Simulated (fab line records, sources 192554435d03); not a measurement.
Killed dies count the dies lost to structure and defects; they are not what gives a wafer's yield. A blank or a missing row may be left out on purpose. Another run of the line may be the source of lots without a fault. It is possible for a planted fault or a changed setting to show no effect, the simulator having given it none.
A struck lot beside a sound one :: flow n5Finfet :: 26 steps out of a route of 1938
Sound: these wafers, L528.1, L528.2, L528.4. Struck: wafers L538.2, L538.4, L538.5. At the end, the cause is stated.
For every step that has rows: the tool of each side, followed by ch and its chambers, followed by its first start. Under that, the readings that differ: sound wafers :: struck wafers :: difference of the means :: sigmas: that difference in standard deviations of wafers without a fault.
alike: a reading whose means differ by less than 2 such deviations, as well as words and numbers matching on both sides. not compared: withheld readings; readings where some wafer has no value; bounds like >300 that might hide an equal value; numbers whose values overlap and for which the record gives no deviation.
A row with sigmas, a row that says differs or no value, or rows on one side alone: a step with any of these is where the two part. Non-overlapping numbers with no deviation appear without sigmas and do not part them. A reading missing from all wafers of one side parts the sides only when that side holds two or more wafers.

N5_BEOL_M7_INSPECT_13: inspects for defects (brightfield).
  struck on defectInspect-02, day 13 14:39; sound on defectInspect-01, day 10 08:02
  alike: rawDefectCount
N5_BEOL_M7_DESCUM_16: chemistry O2, time 7.9 s.
  sound on rieDiel-02 ch 0,2, day 10 08:05; struck on rieDiel-02 ch 0,2,3, day 13 16:04
  alike: drypumpMotorCurrentA, oesProductAu, rfVppV, showerheadPlenumPTorr, throttleValvePct
  not compared: rfHoursCounterH
N5_BEOL_M7_ETCH_61: etches SiARC in CF4, target depth 45.5 nm, time 75.8 s.
  sound on rieDiel-02 ch 0,2, day 10 08:07; struck on rieDiel-02 ch 0,2,3, day 13 16:07
  alike: drypumpMotorCurrentA, etchRfOnTimeS, oesProductAu, rfVppV, showerheadPlenumPTorr, throttleValvePct
  not compared: rfHoursCounterH
then, 2 steps without rows for these wafers: N5_BEOL_M7_ETCH_62 (etches SOC in N2/H2, target depth 110 nm, overetch 22 nm, time 165 s); N5_BEOL_M7_STRIP_68 (strips in N2/H2).
N5_BEOL_M7_STRIP_67: strips in CF4.
  sound on rieDiel-02 ch 0,2, day 10 08:19; struck on rieDiel-02 ch 0,2,3, day 13 16:19
  alike: drypumpMotorCurrentA, oesProductAu, rfVppV, showerheadPlenumPTorr, throttleValvePct
  not compared: rfHoursCounterH
N5_BEOL_M7_HM_OPEN_17: chemistry Cl2/BCl3, target TiN, target depth 20 nm, overetch 6 nm.
  sound on rieMetal-01 ch 0,1, day 10 08:22; struck on rieMetal-01 ch 0,1, day 13 16:21
  alike: drypumpMotorCurrentA, oesProductAu, throttleValvePct
  not compared: rfHoursCounterH
then, 1 step without rows for these wafers: N5_BEOL_M7_STRIP_19 (strips in O2).
N5_BEOL_M7_CD_MEAS_18: pitch 80 nm, target cd 40 nm.
  struck on cdSem-01, day 13 16:38; sound on cdSem-01, day 10 08:33
  alike: cdNm
then, 3 steps without rows for these wafers: N5_BEOL_M7_COAT_63 (time 60 s, resist thk 60 nm); N5_BEOL_M7_COAT_64 (time 60 s, resist thk 12 nm); N5_BEOL_M7_COAT_71 (time 60 s, resist thk 5 nm).
N5_BEOL_M7_COAT_22: resist thk 30 nm.
  sound on lithoTrack-02 ch 0, day 10 10:11; struck on lithoTrack-02 ch 0, day 13 17:29
reading: spinSpeedRpm (rpm)
sound: 1498.7 1498.4 1499.7
struck: 1549.2 1548.6 1546.5
difference: +49.2
sigmas: +49

reading: model.CAR-EUV_of_BEOL_M7_COAT_22.thkNm (nm)
sound: 30 30 30
struck: 29.2 29.4 29.4
difference: -0.7
sigmas: 
  alike: exhaustPa
then, 5 steps without rows for these wafers: N5_BEOL_M7_EBR_24; N5_BEOL_M7_SOFTBAKE_23 (time 60 s); N5_BEOL_M7_EXPOSE_25 (exposes mask V6, target cd 40 nm); N5_BEOL_M7_PEB_26 (peb time 60 s); N5_BEOL_M7_DEVELOP_27 (develop time 30 s).
N5_BEOL_M7_CD_MEAS_28: target cd 40 nm.
  sound on cdSem-02 ch 0, day 10 10:27; struck on cdSem-01 ch 0, day 13 17:53
  alike: cdNm
N5_BEOL_M7_OVL_MEAS_29:
  sound on overlay-01 ch 0, day 10 10:29; struck on overlay-02 ch 0, day 13 17:55
  alike: V6_OVL
N5_BEOL_M7_INSPECT_30: inspects for defects (brightfield).
  struck on defectInspect-02, day 13 17:58; sound on defectInspect-01, day 10 10:32
  alike: rawDefectCount
then, 1 step without rows for these wafers: N5_BEOL_M7_DESCUM_33 (chemistry O2, time 7 s).
N5_BEOL_M7_ETCH_72: etches underlayer in N2/H2, target depth 6.5 nm, time 5.2 s.
  sound on rieDiel-06 ch 0,1,2, day 10 10:37; struck on rieDiel-02 ch 1,3, day 13 18:59
  alike: drypumpMotorCurrentA, etchRfOnTimeS, oesProductAu, rfVppV, showerheadPlenumPTorr, throttleValvePct
  not compared: rfHoursCounterH
N5_BEOL_M7_ETCH_65: etches SiARC in CF4, target depth 15.6 nm, time 26 s.
  sound on rieDiel-06 ch 0,1,2, day 10 10:37; struck on rieDiel-02 ch 1,3, day 13 19:00
reading: model.CAR-EUV_of_BEOL_M7_COAT_22.thkNm (nm)
sound: 11.2 11.2 11.2
struck: 10.4 10.6 10.6
difference: -0.7
sigmas: 
  alike: drypumpMotorCurrentA, etchRfOnTimeS, oesProductAu, rfVppV, showerheadPlenumPTorr, throttleValvePct
  not compared: rfHoursCounterH
then, 2 steps without rows for these wafers: N5_BEOL_M7_ETCH_66 (etches SOC in N2/H2, target depth 80 nm, overetch 16 nm, time 120 s); N5_PASSIVATION_PROBE_49.

== WHERE THEY PART ==
N5_BEOL_M7_COAT_22 only, going by this record. Later steps at which nothing parts them and some readings are alike: N5_BEOL_M7_CD_MEAS_28, N5_BEOL_M7_OVL_MEAS_29, N5_BEOL_M7_INSPECT_30, N5_BEOL_M7_ETCH_72, N5_BEOL_M7_ETCH_65.

WHY: the cause the simulator had injected
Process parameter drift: lithoTrack-02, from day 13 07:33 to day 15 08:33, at N5_BEOL_M7_COAT_22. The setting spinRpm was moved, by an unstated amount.
